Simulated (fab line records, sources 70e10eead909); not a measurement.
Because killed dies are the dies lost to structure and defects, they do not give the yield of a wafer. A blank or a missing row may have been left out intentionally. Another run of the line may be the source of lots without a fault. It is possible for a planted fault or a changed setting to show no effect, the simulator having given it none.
A struck lot beside a sound one    flow nand_harc    13 steps out of a route of 1302
Sound: the wafers L345.3, L345.4, L345.5. Struck: wafers L350.3, L350.5 (left out: L350.4, a lot-mate that was not struck); the cause follows at the end.
Each step with rows lists, per side, the tool, then ch with its chambers, then its first start. Under that, the readings that differ: sound wafers    struck wafers    difference of the means    sigmas: that difference in standard deviations of wafers without a fault.
alike: readings whose means differ by less than 2 such deviations, and words and numbers that are the same on both sides. not compared: withheld readings, readings that some wafer has no value for, bounds like >300 that may hide the same value, and numbers for which the record gives no deviation and whose values overlap.
The two part at a step that has a row with sigmas, a row that says differs or no value, or rows on one side only. Non-overlapping numbers with no deviation appear without sigmas and do not part them. A reading that every wafer of one side lacks parts them only if that side has two wafers or more.

NHARC_A_SLIT_ETCH_26: etches the open film in C4F8/O2/Ar, time 90 s, target depth 400 nm.
  sound on har_etch-01 ch 0,1, day 21 21:02; struck on har_etch-02 ch 0, day 24 12:56
reading                          sound           struck     difference  sigmas
showerhead_plenum_p_Torr (Torr)  3.62 3.63 3.63  3.92 3.92  +0.29       +2
  alike: c4f8_flow_sccm, chamber_pressure_mTorr, drypump_motor_current_A, mfc_ar_sccm, throttle_valve_pct
  not compared: rf_hours_counter_h
then, 1 step without rows for these wafers: NHARC_A_SLIT_STRIP_28 (strips in O2/COS).
NHARC_A_SLIT_ETCH_29: etches the open film in CF4/O2, target depth 100 nm, overetch 10 nm, time 55 s.
  sound on rie_diel-02 ch 0,2,3, day 21 21:52; struck on rie_diel-02 ch 1,3, day 24 13:46
  alike: chamber_pressure_mTorr, drypump_motor_current_A, mfc_ar_sccm, oes_product_au, rf_vpp_V, showerhead_plenum_p_Torr, throttle_valve_pct
  not compared: rf_hours_counter_h
NHARC_A_SLIT_STRIP_18: strips in O2.
  sound: rie_diel-02 ch 0,3; struck: rie_diel-02 ch 1,3
  alike: chamber_pressure_mTorr, drypump_motor_current_A, mfc_ar_sccm, oes_product_au, rf_vpp_V, showerhead_plenum_p_Torr, throttle_valve_pct
  not compared: rf_hours_counter_h
then, 2 steps without rows for these wafers: NHARC_A_SLIT_PRECLEAN_19 (cleans in SC1); NHARC_A_SLIT_SRD_20.
NHARC_A_SLIT_CD_MEAS_21:
  sound on cd_sem-01 at day 21 22:24; struck on cd_sem-03 at day 24 14:18
  alike: cd_nm
then, 3 steps without rows for these wafers: NHARC_A_SIN_REMOVE_WET_00 (chemistry H3PO4, time 15300 s); NHARC_A_SIN_REMOVE_PRECLEAN_01 (cleans in SC1); NHARC_A_SIN_REMOVE_SRD_02.
NHARC_A_SIN_REMOVE_INSPECT_04:
  sound on defect_inspect-02 at day 22 04:06; struck on defect_inspect-01 at day 24 20:57
  alike: raw_defect_count
NHARC_A_WL_FILL_ALD_00: deposits Al2O3, target thk 3 nm, pulse time 3 s, ald cycles 30.
  sound on ald_hk-02 ch 2,3, day 22 04:10; struck on ald_hk-01 ch 0, day 24 21:03
reading     sound     struck  difference  sigmas
ald_cycles  30 30 30  42 42   +12         
  alike: heater_power_w, precursor_pulse_height_rel
  not compared: since_wet_clean_h
NHARC_A_WL_FILL_RTA_01: time 5 s.
  sound on rtp_anneal-01 ch 0, day 22 04:38; struck on rtp_anneal-01 ch 0, day 24 21:20
  alike: lamp_power_pct, wafer_temp_C_max

== WHERE THEY PART ==
At NHARC_A_SLIT_ETCH_26 and nowhere else, as far as this record goes. Later steps at which nothing parts them and some readings are alike: NHARC_A_SLIT_ETCH_29, NHARC_A_SLIT_STRIP_18, NHARC_A_SLIT_CD_MEAS_21, NHARC_A_SIN_REMOVE_INSPECT_04, NHARC_A_WL_FILL_ALD_00, NHARC_A_WL_FILL_RTA_01.

WHY: what had been put in by the simulator
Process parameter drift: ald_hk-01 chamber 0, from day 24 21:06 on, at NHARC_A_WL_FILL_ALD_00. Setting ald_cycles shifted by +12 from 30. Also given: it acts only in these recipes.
